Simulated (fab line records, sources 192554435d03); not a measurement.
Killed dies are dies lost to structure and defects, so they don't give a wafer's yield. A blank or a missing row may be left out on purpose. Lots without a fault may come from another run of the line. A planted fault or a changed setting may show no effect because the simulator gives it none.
fab line records | flow n5_finfet
record lots=22 wafers=66 last_day=20
route steps=1938 shown HKMG_FIN@433
lots that met no fault: from a run of the same line without faults
start_h: hours from the record's first day to the start of the lot's first wafer shown | wait_h: hours since the lot's step before | " the same as in the row above | L1.1+2: a row that stands for several wafers | - no value, or no start given | * or withheld: withheld | < > ~ a bound
route shown NAME@n: a module of which the file shows steps, and the number in the route of the first | usual: mean/standard deviation of fault-free wafers | same: alike in all rows | chamber/n: place in a boat | sites: the reading at each site | _std_site: their standard deviation | _edge_site: outer sites' mean less inner sites' | radius_mm: how far each site lies from the wafer's centre | mask NAME#n: copy n | behind: the tool/chamber that last shaped the wafer | hold: why the lot was held/for how many hours/how that ended | device: the transistor (n, p or np) that didn't switch | end of line: the same wafers' tests at the end of the route | a step without rows: its recipe alone | killed: dies lost to structure and defects at the first sort, not the wafer's yield | map: a wafer's dies, x killed, . not, _ none there
set.NAME: the setting as run; set.NAME@STEP: as run at that earlier step | model.NAME: the simulator's own value behind a step, which no gauge read
steps of the route over a sample of lots; a table a step, a row a wafer
services: from which hour (start_h, from the record's first day; less than 0 if before it) a tool's chamber was out of use, for how many hours, and why
## steps
# step N5_HKMG_FIN_DESCUM_17
# recipe chemistry=O2 time_s=7.9 source_power_w=50 bias_power_w=20 pressure_mtorr=20 rf_frequency_hz=2.712e+07 temp_c=40 resist=CAR-ArF o2_flow_sccm=225
# usual drypump_motor_current_A=5.6/0.47 oes_product_au=0.78/0.084 rf_vpp_V=243.4/1.4 showerhead_plenum_p_Torr=2.10/0.083 throttle_valve_pct=20.33/0.19
# columns lot.wafer tool chamber start_h wait_h drypump_motor_current_A oes_product_au rf_hours_counter_h rf_vpp_V showerhead_plenum_p_Torr throttle_valve_pct
L074.4 rie_diel-01 0 73.87 0.0 4.9 0.76 - 244.1 2.10 20.56
L074.5 " 3 " " 4.9 0.93 - 245.8 2.23 20.13
L074.6 " 1 " " 5.3 0.72 - 242.8 2.08 20.63
L075.2 rie_diel-04 2 80.98 0.0 5.8 0.90 26 242.5 2.05 20.09
L075.4 " 0 " " 5.7 0.68 - 240.9 1.97 20.36
L075.6 " 1 " " 6.4 0.74 - 244.5 2.14 20.42
L076.1 rie_diel-04 0 87.82 0.1 5.7 0.68 243 242.4 1.96 20.36
L076.2 " 3 " " 5.8 0.78 118 243.8 2.09 20.05
L076.5 " 3 " " 5.8 0.78 - 243.6 2.09 20.07
L077.1 rie_diel-02 3 93.21 0.3 5.7 0.70 205 243.6 2.16 20.23
L077.3 " 2 " " 5.9 0.72 194 241.4 1.98 20.60
L077.5 " 1 " " 5.6 0.81 - 241.7 2.02 20.23
L078.2 rie_diel-02 0 97.84 0.1 5.3 0.74 157 243.9 2.08 20.17
L078.4 " 1 " " 5.6 0.82 105 243.1 2.02 20.22
L078.5 " 3 " " 5.6 0.70 - 244.2 2.16 20.22
L079.1 rie_diel-02 2 104.99 0.0 5.9 0.70 199 242.2 1.98 20.62
L079.2 " 0 " " 5.3 0.74 160 244.8 2.08 20.20
L079.6 " 3 " " 5.7 0.69 - 244.0 2.16 20.23
L080.1 rie_diel-04 1 116.87 0.0 6.4 0.73 209 244.0 2.14 20.45
L080.3 " 2 " " 5.7 0.88 39 243.3 2.04 20.11
L080.6 " 2 " " 5.8 0.88 - 242.0 2.04 20.11
L081.3 rie_diel-02 1 117.35 0.0 5.7 0.80 111 241.6 2.02 20.23
L081.4 " 3 " " 5.6 0.69 213 243.7 2.16 20.25
L081.5 " 0 " " 5.3 0.74 - 240.5 2.08 20.19
L082.2 rie_diel-02 1 125.61 0.0 5.6 0.79 114 241.9 2.01 20.23
L082.3 " 2 " " 5.9 0.70 205 241.8 1.98 20.62
L082.5 " 1 " " 5.6 0.80 - 241.6 2.01 20.25
L084.1 rie_diel-04 1 132.92 0.0 6.4 0.72 217 243.7 2.13 20.47
L084.3 " 0 " " 5.7 1.01 1 246.4 2.22 20.07
L084.6 " 0 " " 5.7 0.99 - 245.8 2.22 20.08
L085.1 rie_diel-01 0 140.25 0.2 4.9 0.74 181 243.5 2.10 20.62
L085.2 " 1 " " 5.3 0.71 232 242.3 2.07 20.67
L085.6 " 3 " " 4.9 0.88 - 245.4 2.22 20.17
L086.3 rie_diel-02 2 147.62 0.0 5.9 0.71 211 242.2 1.98 20.64
L086.4 " 0 " " 5.3 0.74 175 242.4 2.08 20.21
L086.5 " 1 " " 5.7 0.79 - 241.6 2.01 20.25
L087.3 rie_diel-01 2 153.30 0.1 6.4 0.91 37 245.6 2.23 20.32
L087.5 " 3 " " 4.9 0.88 - 244.5 2.22 20.17
L087.6 " 2 " " 6.4 0.90 - 244.6 2.23 20.32
L089.1 rie_diel-04 2 164.98 0.0 5.8 0.85 58 243.0 2.04 20.14
L089.3 " 1 " " 6.4 0.70 229 245.3 2.13 20.48
L089.4 " 3 " " 5.8 0.75 151 242.3 2.07 20.15
L090.2 rie_diel-01 2 170.64 0.0 6.4 0.88 43 244.2 2.23 20.31
L090.3 " 3 " " 4.9 0.87 52 244.6 2.22 20.20
L090.4 " 0 " " 4.9 0.74 190 243.3 2.09 20.61
L091.3 rie_diel-04 0 175.20 0.2 5.7 0.95 15 245.6 2.22 20.09
L091.5 " 1 " " 6.4 0.70 - 243.9 2.13 20.50
L091.6 " 2 " " 5.8 0.85 - 242.0 2.04 20.14
L092.2 rie_diel-02 3 183.31 0.0 5.6 0.67 234 245.0 2.15 20.28
L092.5 " 2 " " 5.9 0.69 - 243.4 1.97 20.65
L092.6 " 3 " " 5.7 0.67 - 243.7 2.15 20.27
L093.1 rie_diel-01 1 187.54 0.0 5.3 0.69 248 242.9 2.07 20.69
L093.4 " 0 " " 5.0 0.73 196 243.7 2.09 20.62
L093.5 " 2 " " 6.4 0.87 - 245.0 2.23 20.31
L094.1 rie_diel-01 3 194.60 0.0 4.9 0.86 60 244.1 2.22 20.22
L094.5 " 2 " " 6.4 0.87 - 245.9 2.23 20.33
L094.6 " 0 " " 4.9 0.72 - 242.5 2.09 20.64
L095.2 rie_diel-02 0 200.42 0.0 5.3 0.72 191 244.2 2.07 20.24
L095.3 " 1 " " 5.7 0.77 139 242.3 2.01 20.28
L095.5 " 1 " " 5.7 0.77 - 242.2 2.01 20.27
L096.1 rie_diel-01 2 210.91 0.0 6.4 0.86 61 244.7 2.22 20.35
L096.3 " 0 " " 4.9 0.72 208 243.0 2.09 20.63
L096.5 " 0 " " 4.9 0.72 - 243.4 2.09 20.64
L097.1 rie_diel-01 1 213.86 0.1 5.3 0.99 0 241.5 2.06 20.32
L097.2 " 3 " " 4.9 0.84 70 244.3 2.21 20.21
L097.3 " 2 " " 6.4 0.85 62 245.2 2.22 20.35
# step N5_HKMG_FIN_STRIP_34
# recipe chemistry=CF4 resist=SiARC power_w=300 bias_power_w=75 pressure_mtorr=50 cf4_flow_sccm=150 rf_frequency_hz=6e+07
# usual drypump_motor_current_A=5.6/0.47 oes_product_au=0.78/0.076 rf_vpp_V=271.5/1.6 showerhead_plenum_p_Torr=1.81/0.064 throttle_valve_pct=13.54/0.22
# columns lot.wafer tool chamber start_h wait_h drypump_motor_current_A oes_product_au rf_hours_counter_h rf_vpp_V showerhead_plenum_p_Torr throttle_valve_pct
L074.4 rie_diel-01 0 74.14 0.0 4.9 0.75 - 271.5 1.79 13.57
L074.5 " 3 " " 4.9 0.90 - 272.2 1.90 13.21
L074.6 " 1 " " 5.3 0.71 - 270.5 1.79 13.86
L075.2 rie_diel-04 2 81.27 0.0 5.7 0.89 27 271.4 1.76 13.28
L075.4 " 0 " " 5.7 0.69 - 270.4 1.70 13.75
L075.6 " 1 " " 6.4 0.73 - 273.0 1.84 13.77
L076.1 rie_diel-04 0 88.10 0.0 5.7 0.68 243 269.6 1.70 13.78
L076.2 " 3 " " 5.8 0.77 119 270.3 1.80 13.40
L076.5 " 3 " " 5.8 0.78 - 270.1 1.80 13.42
L077.1 rie_diel-02 3 93.49 0.0 5.6 0.71 205 271.7 1.86 13.53
L077.3 " 2 " " 5.9 0.72 194 268.3 1.71 13.87
L077.5 " 1 " " 5.7 0.81 - 268.5 1.74 13.38
L078.2 rie_diel-02 0 98.12 0.0 5.3 0.74 157 272.0 1.81 13.51
L078.4 " 1 " " 5.7 0.80 105 271.1 1.74 13.39
L078.5 " 3 " " 5.7 0.71 - 273.0 1.86 13.54
L079.1 rie_diel-02 2 105.28 0.0 5.9 0.71 199 268.5 1.71 13.89
L079.2 " 0 " " 5.3 0.75 160 271.2 1.81 13.52
L079.6 " 3 " " 5.6 0.71 - 272.4 1.86 13.53
L080.1 rie_diel-04 1 117.15 0.0 6.4 0.73 209 273.0 1.84 13.80
L080.3 " 2 " " 5.7 0.87 39 269.9 1.76 13.32
L080.6 " 2 " " 5.7 0.87 - 271.4 1.76 13.34
L081.3 rie_diel-02 1 117.64 0.0 5.7 0.80 111 270.0 1.74 13.39
L081.4 " 3 " " 5.7 0.70 213 272.8 1.86 13.54
L081.5 " 0 " " 5.3 0.74 - 270.5 1.81 13.52
L082.2 rie_diel-02 1 125.89 0.0 5.7 0.80 114 271.2 1.74 13.41
L082.3 " 2 " " 5.9 0.71 206 270.5 1.71 13.90
L082.5 " 1 " " 5.7 0.78 - 270.4 1.74 13.40
L084.1 rie_diel-04 1 133.20 0.0 6.4 0.73 217 271.6 1.84 13.81
L084.3 " 0 " " 5.7 0.98 1 274.0 1.91 13.23
L084.6 " 0 " " 5.7 0.99 - 271.8 1.91 13.26
L085.1 rie_diel-01 0 140.53 0.0 4.9 0.73 181 271.6 1.78 13.62
L085.2 " 1 " " 5.3 0.69 232 272.0 1.78 13.91
L085.6 " 3 " " 4.9 0.86 - 272.9 1.90 13.25
L086.3 rie_diel-02 2 147.90 0.0 5.9 0.70 211 269.0 1.71 13.92
L086.4 " 0 " " 5.3 0.73 175 269.6 1.80 13.54
L086.5 " 1 " " 5.7 0.79 - 270.4 1.73 13.43
L087.3 rie_diel-01 2 153.58 0.0 6.4 0.88 37 274.4 1.90 13.32
L087.5 " 3 " " 4.9 0.85 - 272.1 1.90 13.27
L087.6 " 2 " " 6.4 0.87 - 274.8 1.90 13.33
L089.1 rie_diel-04 2 165.26 0.0 5.7 0.84 58 270.3 1.75 13.35
L089.3 " 1 " " 6.4 0.72 229 271.6 1.83 13.84
L089.4 " 3 " " 5.8 0.74 151 272.4 1.79 13.47
L090.2 rie_diel-01 2 170.92 0.0 6.4 0.87 43 272.5 1.90 13.33
L090.3 " 3 " " 4.9 0.85 52 272.7 1.89 13.28
L090.4 " 0 " " 4.9 0.73 191 270.5 1.78 13.64
L091.3 rie_diel-04 0 175.48 0.0 5.7 0.94 15 272.5 1.91 13.28
L091.5 " 1 " " 6.4 0.72 - 271.9 1.83 13.84
L091.6 " 2 " " 5.7 0.83 - 270.0 1.75 13.37
L092.2 rie_diel-02 3 183.59 0.0 5.7 0.69 234 272.1 1.85 13.59
L092.5 " 2 " " 5.9 0.70 - 268.4 1.70 13.94
L092.6 " 3 " " 5.7 0.68 - 271.6 1.85 13.58
L093.1 rie_diel-01 1 187.82 0.0 5.2 0.69 248 271.3 1.78 13.95
L093.4 " 0 " " 4.9 0.73 196 272.1 1.78 13.66
L093.5 " 2 " " 6.4 0.87 - 274.7 1.89 13.35
L094.1 rie_diel-01 3 194.88 0.0 4.9 0.83 60 273.4 1.89 13.31
L094.5 " 2 " " 6.4 0.85 - 274.0 1.89 13.37
L094.6 " 0 " " 4.9 0.72 - 271.4 1.78 13.67
L095.2 rie_diel-02 0 200.70 0.0 5.3 0.72 191 271.1 1.80 13.60
L095.3 " 1 " " 5.7 0.77 139 269.3 1.73 13.45
L095.5 " 1 " " 5.6 0.77 - 269.7 1.73 13.46
L096.1 rie_diel-01 2 211.20 0.0 6.4 0.84 61 272.1 1.89 13.37
L096.3 " 0 " " 4.9 0.72 208 271.4 1.77 13.67
L096.5 " 0 " " 4.9 0.72 - 269.5 1.77 13.68
L097.1 rie_diel-01 1 214.14 0.0 5.3 0.96 1 269.3 1.78 13.37
L097.2 " 3 " " 4.9 0.83 70 272.7 1.89 13.34
L097.3 " 2 " " 6.4 0.84 62 274.6 1.89 13.38
# step N5_HKMG_FIN_STRIP_89
# recipe chemistry=N2/H2 material=SOC time_s=20 power_w=500 temp_c=40 pressure_mtorr=50 rf_frequency_hz=6e+07 bias_power_w=8 h2_frac=0.5 n2_flow_sccm=300 h2_flow_sccm=300
# usual drypump_motor_current_A=5.6/0.55 oes_product_au=0.79/0.088 rf_vpp_V=54.3/0.82 showerhead_plenum_p_Torr=3.41/0.13 throttle_valve_pct=19.11/0.27
# columns lot.wafer tool chamber start_h wait_h drypump_motor_current_A oes_product_au rf_hours_counter_h rf_vpp_V showerhead_plenum_p_Torr throttle_valve_pct
L074.4 rie_diel-01 3 75.23 0.0 4.9 0.93 19 54.2 3.58 18.87
L074.5 " 1 " " 5.3 0.71 - 53.9 3.32 19.14
L074.6 " 2 " " 6.4 0.95 - 55.9 3.59 19.21
L075.2 rie_diel-01 3 82.46 0.0 4.9 0.93 22 53.5 3.58 18.85
L075.4 " 2 " " 6.4 0.95 12 54.3 3.59 19.20
L075.6 " 0 " " 4.9 0.75 - 54.2 3.33 19.06
L076.1 rie_diel-01 1 89.20 0.0 5.3 0.72 213 53.2 3.32 19.16
L076.2 " 3 " " 4.9 0.93 23 53.2 3.58 18.88
L076.5 " 1 " " 5.3 0.71 - 54.8 3.32 19.15
L077.1 rie_diel-01 1 94.65 0.0 5.3 0.72 215 54.2 3.32 19.16
L077.3 " 0 " " 4.9 0.73 164 54.3 3.32 19.06
L077.5 " 1 " " 5.3 0.71 - 54.5 3.32 19.14
L078.2 rie_diel-01 0 99.21 0.0 4.9 0.74 166 53.6 3.32 19.08
L078.4 " 1 " " 5.3 0.71 217 53.9 3.32 19.17
L078.5 " 0 " " 4.9 0.74 - 55.0 3.32 19.09
L079.1 rie_diel-02 1 106.37 0.0 5.7 0.81 108 53.5 3.25 18.93
L079.2 " 0 " " 5.3 0.76 161 54.5 3.34 18.95
L079.6 " 0 " " 5.3 0.75 - 54.5 3.34 18.94
L080.1 rie_diel-01 2 118.28 0.0 6.4 0.92 24 54.0 3.58 19.25
L080.3 " 3 " " 4.9 0.90 33 54.9 3.57 18.88
L080.6 " 0 " " 4.9 0.73 - 53.2 3.32 19.10
L081.3 rie_diel-02 2 118.80 0.0 5.9 0.71 203 52.2 3.20 19.49
L081.4 " 1 " " 5.7 0.80 112 53.5 3.25 18.95
L081.5 " 3 " " 5.7 0.70 - 54.2 3.48 19.27
L082.2 rie_diel-04 1 126.99 0.0 6.4 0.72 214 54.3 3.45 18.97
L082.3 " 3 " " 5.8 0.77 135 54.0 3.38 19.62
L082.5 " 2 " " 5.7 0.87 - 55.1 3.28 18.35
L084.1 rie_diel-01 2 134.31 0.0 6.4 0.90 30 53.0 3.58 19.24
L084.3 " 1 " " 5.3 0.71 229 55.0 3.31 19.19
L084.6 " 2 " " 6.4 0.91 - 54.0 3.58 19.24
L085.1 rie_diel-04 1 141.63 0.0 6.4 0.72 221 54.0 3.44 18.97
L085.2 " 3 " " 5.8 0.77 143 53.2 3.37 19.63
L085.6 " 3 " " 5.8 0.77 - 55.0 3.37 19.64
L086.3 rie_diel-01 1 149.54 0.0 5.3 0.70 235 52.8 3.31 19.20
L086.4 " 0 " " 4.9 0.71 183 52.0 3.31 19.10
L086.5 " 1 " " 5.3 0.70 - 54.6 3.31 19.19
L087.3 rie_diel-01 2 154.73 0.0 6.4 0.89 38 55.7 3.58 19.26
L087.5 " 2 " " 6.4 0.88 - 54.3 3.58 19.27
L087.6 " 1 " " 5.3 0.70 - 54.6 3.31 19.19
L089.1 rie_diel-01 1 166.36 0.0 5.3 0.69 240 53.9 3.31 19.20
L089.3 " 2 " " 6.4 0.89 42 53.5 3.57 19.27
L089.4 " 3 " " 4.9 0.88 50 55.7 3.56 18.93
L090.2 rie_diel-01 2 172.07 0.0 6.4 0.88 44 53.2 3.57 19.26
L090.3 " 3 " " 4.9 0.87 52 55.1 3.56 18.92
L090.4 " 0 " " 4.9 0.72 191 54.1 3.31 19.12
L091.3 rie_diel-01 1 176.59 0.0 5.3 0.69 245 53.3 3.30 19.20
L091.5 " 0 " " 4.9 0.72 - 56.1 3.31 19.13
L091.6 " 1 " " 5.3 0.69 - 54.2 3.30 19.22
L092.2 rie_diel-01 2 184.78 0.0 6.4 0.87 48 55.2 3.57 19.29
L092.5 " 1 " " 5.3 0.69 - 53.8 3.30 19.20
L092.6 " 2 " " 6.4 0.86 - 55.0 3.57 19.28
L093.1 rie_diel-04 3 188.94 0.0 5.8 0.74 162 53.4 3.36 19.66
L093.4 " 3 " " 5.8 0.75 - 54.5 3.36 19.66
L093.5 " 0 " " 5.7 0.94 - 54.6 3.58 19.19
L094.1 rie_diel-01 3 196.05 0.0 4.9 0.86 62 54.8 3.56 18.94
L094.5 " 3 " " 4.9 0.86 - 54.6 3.56 18.95
L094.6 " 2 " " 6.4 0.86 - 56.0 3.57 19.30
L095.2 rie_diel-01 2 201.80 0.0 6.4 0.86 56 53.9 3.57 19.30
L095.3 " 0 " " 4.9 0.70 203 54.8 3.30 19.14
L095.5 " 2 " " 6.4 0.87 - 54.0 3.57 19.29
L096.1 rie_diel-02 3 212.29 0.0 5.7 0.68 244 54.6 3.46 19.29
L096.3 " 0 " " 5.3 0.74 195 55.1 3.32 19.00
L096.5 " 0 " " 5.3 0.73 - 55.0 3.32 19.00
L097.1 rie_diel-02 1 215.24 0.0 5.7 0.77 145 54.6 3.23 18.99
L097.2 " 3 " " 5.7 0.67 245 52.9 3.46 19.29
L097.3 " 2 " " 5.9 0.68 236 53.8 3.18 19.56
# step N5_HKMG_FIN_NWFM_ALD_20
# recipe material=TiAlC target_thk_a=20 temp_c=300 ald_precursor_family=TiCl4 ald_co_reactant=TEA pulse_time_s=3 purge_time_s=2 co_reactant_purge_time_s=2 co_reactant_pulse_time_s=10 ald_cycles=7 pressure_torr=3
# usual heater_power_w=515/56 precursor_pulse_height_rel=1.001/0.019 susceptor_temp_C=299.99/0.22
# same purge_time_s=2
# columns lot.wafer tool chamber start_h wait_h heater_power_w precursor_pulse_height_rel susceptor_temp_C
L074.4 ald_metal-04 1 75.91 0.1 436 1.002 299.83
L074.5 " 3 " " 460 1.029 299.89
L074.6 " 0 " " 507 0.953 300.01
L075.2 ald_metal-04 2 83.05 0.3 546 1.046 300.20
L075.4 " 1 " " 446 0.988 299.64
L075.6 " 0 " " 506 1.010 299.98
L076.1 ald_metal-02 0 89.77 0.3 506 1.001 300.20
L076.2 " 3 " " 500 1.022 299.66
L076.5 " 3 " " 510 0.995 299.95
L077.1 ald_metal-04 3 95.22 0.3 464 1.032 300.21
L077.3 " 2 " " 548 1.009 300.06
L077.5 " 0 " " 511 0.995 300.04
L078.2 ald_metal-04 2 99.79 0.3 563 0.982 299.86
L078.4 " 0 " " 493 1.023 300.21
L078.5 " 3 " " 470 0.964 300.20
L079.1 ald_metal-01 2 106.95 0.3 523 1.013 300.03
L079.2 " 1 " " 520 1.006 300.08
L079.6 " 2 " " 529 0.992 299.51
L080.1 ald_metal-01 0 118.86 0.3 481 1.016 299.83
L080.3 " 3 " " 491 1.001 299.82
L080.6 " 1 " " 508 0.990 300.27
L081.3 ald_metal-02 1 119.37 0.1 668 0.950 300.05
L081.4 " 3 " " 511 1.020 299.82
L081.5 " 0 " " 518 0.992 299.80
L082.2 ald_metal-01 2 127.56 0.3 515 0.981 300.19
L082.3 " 0 " " 483 0.985 299.78
L082.5 " 0 " " 495 1.032 299.51
L084.1 ald_metal-01 2 134.88 0.3 534 1.024 300.17
L084.3 " 3 " " 496 0.999 300.24
L084.6 " 2 " " 530 1.014 299.83
L085.1 ald_metal-02 0 142.20 0.3 516 0.978 300.15
L085.2 " 3 " " 506 1.007 300.06
L085.6 " 3 " " 496 1.016 299.71
L086.3 ald_metal-04 3 150.26 0.2 470 1.033 300.12
L086.4 " 1 " " 454 1.026 300.01
L086.5 " 0 " " 507 0.981 299.88
L087.3 ald_metal-02 1 155.31 0.1 661 0.974 299.88
L087.5 " 3 " " 499 1.004 299.92
L087.6 " 0 " " 529 1.009 300.28
L089.1 ald_metal-01 3 166.93 0.3 481 0.988 299.77
L089.3 " 1 " " 501 0.989 300.01
L089.4 " 0 " " 474 1.012 299.98
L090.2 ald_metal-01 2 172.64 0.3 531 1.032 300.32
L090.3 " 0 " " 477 1.010 299.63
L090.4 " 3 " " 501 0.995 299.70
L091.3 ald_metal-02 2 177.16 0.1 473 1.006 299.40
L091.5 " 2 " " 465 1.022 299.88
L091.6 " 3 " " 502 1.017 299.91
L092.2 ald_metal-02 0 185.36 0.3 529 0.993 299.76
L092.5 " 0 " " 513 1.008 299.76
L092.6 " 1 " " 688 0.997 300.04
L093.1 ald_metal-02 3 189.53 0.3 500 0.992 300.01
L093.4 " 1 " " 662 0.982 299.93
L093.5 " 3 " " 507 0.990 299.95
L094.1 ald_metal-01 0 196.69 0.3 502 0.984 299.82
L094.5 " 0 " " 482 0.960 299.73
L094.6 " 1 " " 509 1.009 300.28
L095.2 ald_metal-02 0 202.38 0.3 522 0.991 299.76
L095.3 " 3 " " 510 0.979 299.76
L095.5 " 0 " " 508 0.978 300.27
L096.1 ald_metal-01 0 212.87 0.3 490 1.027 300.01
L096.3 " 1 " " 509 1.025 300.00
L096.5 " 0 " " 492 0.976 299.88
L097.1 ald_metal-04 3 215.82 0.3 465 0.997 300.09
L097.2 " 0 " " 504 0.991 300.14
L097.3 " 1 " " 436 0.991 300.13
# step N5_HKMG_FIN_ALD_21
# recipe material=TiN target_thk_a=15 temp_c=400 ald_precursor_family=TiCl4 ald_co_reactant=NH3 pulse_time_s=1 purge_time_s=3 co_reactant_purge_time_s=2 co_reactant_pulse_time_s=2 ald_cycles=68 pressure_torr=3
# usual heater_power_w=917/98 precursor_pulse_height_rel=1.000/0.021 susceptor_temp_C=400.01/0.24
# same purge_time_s=3
# columns lot.wafer tool chamber start_h wait_h heater_power_w precursor_pulse_height_rel susceptor_temp_C
L074.4 ald_metal-02 1 77.17 0.1 1202 0.960 399.80
L074.5 " 1 " " 1176 1.005 399.62
L074.6 " 2 " " 851 0.988 399.91
L075.2 ald_metal-02 2 84.23 0.3 836 0.976 400.22
L075.4 " 0 " " 913 1.025 399.71
L075.6 " 0 " " 935 1.010 399.89
L076.1 ald_metal-04 0 90.96 0.3 900 1.003 399.77
L076.2 " 2 " " 1000 1.021 400.03
L076.5 " 2 " " 985 1.003 400.25
L077.1 ald_metal-01 1 96.41 0.3 907 0.992 400.26
L077.3 " 3 " " 888 1.003 400.36
L077.5 " 1 " " 917 1.016 400.28
L078.2 ald_metal-04 1 100.97 0.3 783 0.992 399.72
L078.4 " 0 " " 889 1.026 400.10
L078.5 " 3 " " 822 0.991 399.80
L079.1 ald_metal-04 2 108.32 0.3 989 1.003 400.18
L079.2 " 0 " " 901 1.008 399.88
L079.6 " 3 " " 843 0.975 400.04
L080.1 ald_metal-01 3 120.05 0.3 880 0.979 399.87
L080.3 " 2 " " 925 0.991 400.32
L080.6 " 3 " " 886 0.995 399.89
L081.3 ald_metal-04 3 120.56 0.1 866 1.026 400.13
L081.4 " 1 " " 790 1.019 399.65
L081.5 " 1 " " 805 0.999 399.77
L082.2 ald_metal-01 2 128.82 0.3 950 1.017 400.13
L082.3 " 0 " " 868 1.023 399.86
L082.5 " 3 " " 892 1.042 400.20
L084.1 ald_metal-04 0 136.18 0.3 899 0.993 399.78
L084.3 " 3 " " 842 1.014 399.96
L084.6 " 0 " " 910 1.003 400.09
L085.1 ald_metal-04 0 143.65 0.3 907 1.028 399.88
L085.2 " 2 " " 978 1.000 400.13
L085.6 " 3 " " 854 0.991 399.57
L086.3 ald_metal-02 2 151.45 0.1 845 1.010 399.88
L086.4 " 1 " " 1169 1.014 400.01
L086.5 " 3 " " 905 0.993 399.76
L087.3 ald_metal-04 0 156.61 0.1 895 1.030 400.21
L087.5 " 3 " " 853 0.973 400.49
L087.6 " 2 " " 1003 0.990 400.16
L089.1 ald_metal-04 0 168.12 0.3 905 0.978 399.41
L089.3 " 1 " " 782 0.975 399.93
L089.4 " 2 " " 992 1.021 400.34
L090.2 ald_metal-01 0 173.85 0.3 876 0.995 400.20
L090.3 " 2 " " 924 1.034 399.83
L090.4 " 1 " " 891 1.024 400.00
L091.3 ald_metal-02 3 178.34 0.1 904 1.005 399.88
L091.5 " 1 " " 1208 0.976 399.95
L091.6 " 0 " " 928 0.994 399.97
L092.2 ald_metal-02 3 186.57 0.3 905 1.046 399.94
L092.5 " 1 " " 1192 0.995 400.19
L092.6 " 0 " " 933 1.012 399.79
L093.1 ald_metal-04 0 190.93 0.3 894 0.945 400.04
L093.4 " 2 " " 998 1.008 399.77
L093.5 " 2 " " 985 0.981 399.87
L094.1 ald_metal-02 1 197.87 0.3 1168 0.979 399.76
L094.5 " 0 " " 946 1.030 399.57
L094.6 " 3 " " 907 0.968 400.24
L095.2 ald_metal-04 2 203.57 0.3 992 1.000 400.19
L095.3 " 3 " " 823 1.010 399.95
L095.5 " 0 " " 895 1.006 399.84
L096.1 ald_metal-04 0 214.05 0.3 921 1.015 399.66
L096.3 " 1 " " 805 0.974 399.88
L096.5 " 0 " " 914 0.975 399.42
L097.1 ald_metal-02 1 217.01 0.3 1184 0.994 399.83
L097.2 " 3 " " 890 1.002 400.13
L097.3 " 2 " " 845 0.991 400.28
# step N5_HKMG_FIN_W_FILL_22
# recipe material=W target_thk_a=600 temp_c=400 pressure_torr=39.4 time_s=18.2
# usual heater_power_w=833/47 susceptor_temp_C=399.99/0.22 throttle_valve_pct=18.9/0.89
# columns lot.wafer tool chamber start_h wait_h heater_power_w susceptor_temp_C throttle_valve_pct
L074.4 cvd_w-02 0 77.61 0.0 866 399.85 20.3
L074.5 " 0 " " 846 400.15 20.2
L074.6 " 1 " " 797 399.76 19.0
L075.2 cvd_w-01 0 84.66 0.0 780 399.92 17.5
L075.4 " 1 " " 901 399.97 18.8
L075.6 " 1 " " 886 400.06 18.7
L076.1 cvd_w-02 0 91.38 0.0 848 400.02 19.8
L076.2 " 1 " " 787 399.81 18.6
L076.5 " 0 " " 849 400.08 20.0
L077.1 cvd_w-01 0 96.83 0.0 760 400.22 17.7
L077.3 " 0 " " 785 400.53 17.5
L077.5 " 0 " " 771 399.90 17.8
L078.2 cvd_w-02 1 101.39 0.0 808 400.29 18.8
L078.4 " 1 " " 809 400.46 18.8
L078.5 " 1 " " 818 400.43 19.1
L079.1 cvd_w-01 0 108.75 0.0 772 399.91 17.9
L079.2 " 1 " " 895 400.15 18.9
L079.6 " 0 " " 763 400.40 17.4
L080.1 cvd_w-02 0 120.47 0.0 842 399.99 20.3
L080.3 " 0 " " 861 399.90 20.1
L080.6 " 1 " " 795 400.16 18.6
L081.3 cvd_w-01 0 120.99 0.0 769 399.50 17.6
L081.4 " 1 " " 878 399.98 18.7
L081.5 " 0 " " 781 399.67 17.6
L082.2 cvd_w-01 0 129.25 0.0 774 400.33 17.8
L082.3 " 0 " " 788 400.42 17.7
L082.5 " 0 " " 781 400.22 17.8
L084.1 cvd_w-02 0 136.60 0.0 849 399.71 20.2
L084.3 " 0 " " 856 399.77 20.1
L084.6 " 1 " " 808 400.06 18.9
L085.1 cvd_w-01 0 144.07 0.0 776 399.77 17.7
L085.2 " 1 " " 890 399.72 19.2
L085.6 " 1 " " 893 399.68 18.4
L086.3 cvd_w-01 1 151.88 0.0 900 400.12 18.8
L086.4 " 0 " " 766 399.68 17.8
L086.5 " 1 " " 885 400.01 18.8
L087.3 cvd_w-02 1 157.04 0.0 819 399.76 19.0
L087.5 " 1 " " 805 399.59 18.9
L087.6 " 0 " " 862 399.90 20.1
L089.1 cvd_w-01 1 168.54 0.0 887 400.16 18.8
L089.3 " 1 " " 887 400.06 18.7
L089.4 " 0 " " 763 400.15 17.9
L090.2 cvd_w-01 0 174.28 0.0 783 399.59 17.9
L090.3 " 1 " " 875 399.91 18.8
L090.4 " 0 " " 781 399.75 17.9
L091.3 cvd_w-01 0 178.77 0.0 777 399.89 17.8
L091.5 " 0 " " 779 400.01 17.8
L091.6 " 1 " " 879 400.06 19.0
L092.2 cvd_w-02 0 186.99 0.0 854 400.07 20.6
L092.5 " 1 " " 811 400.15 19.2
L092.6 " 0 " " 874 399.80 20.5
L093.1 cvd_w-02 1 191.35 0.0 815 399.71 19.0
L093.4 " 0 " " 854 399.81 20.3
L093.5 " 1 " " 814 399.86 18.9
L094.1 cvd_w-02 0 198.29 0.0 868 400.26 20.4
L094.5 " 0 " " 849 400.26 20.3
L094.6 " 1 " " 821 400.28 19.0
L095.2 cvd_w-02 0 203.99 0.0 858 399.97 20.5
L095.3 " 0 " " 873 400.00 20.6
L095.5 " 0 " " 868 399.99 20.3
L096.1 cvd_w-01 1 214.48 0.0 911 399.86 19.0
L096.3 " 1 " " 887 400.00 18.9
L096.5 " 1 " " 868 399.80 18.8
L097.1 cvd_w-01 1 217.43 0.0 909 399.97 18.9
L097.2 " 0 " " 792 399.96 17.9
L097.3 " 0 " " 786 400.09 17.8
## services
# columns tool chamber start_h hours kind
rie_diel-04 1 50.04 6.2 repair
cvd_w-01 - 50.87 14.6 pm
rie_diel-04 3 51.04 30.3 repair
rie_diel-02 0 51.06 16.0 repair
rie_diel-02 3 53.76 2.0 repair
ald_metal-01 - 61.35 6.0 pm
rie_diel-01 2 69.28 5.1 repair
rie_diel-01 - 76.56 0.6 repair
cvd_w-02 - 103.93 6.0 pm
rie_diel-04 1 107.92 4.6 repair
ald_metal-01 1 108.04 4.5 repair
rie_diel-04 0 112.71 - clean
ald_metal-02 - 127.18 2.0 repair
ald_metal-02 - 129.21 8.7 pm
ald_metal-04 3 157.27 3.0 repair
rie_diel-04 2 158.20 4.0 repair
ald_metal-04 0 167.24 - calibration
ald_metal-04 3 167.58 2.0 repair
rie_diel-04 1 175.91 66.9 repair
ald_metal-02 2 184.95 24.6 repair
rie_diel-01 1 192.52 - clean
rie_diel-01 1 192.52 - consumable_replace:focus_ring
ald_metal-04 - 202.09 0.4 repair
ald_metal-02 0 206.00 27.8 repair
## key
fault none
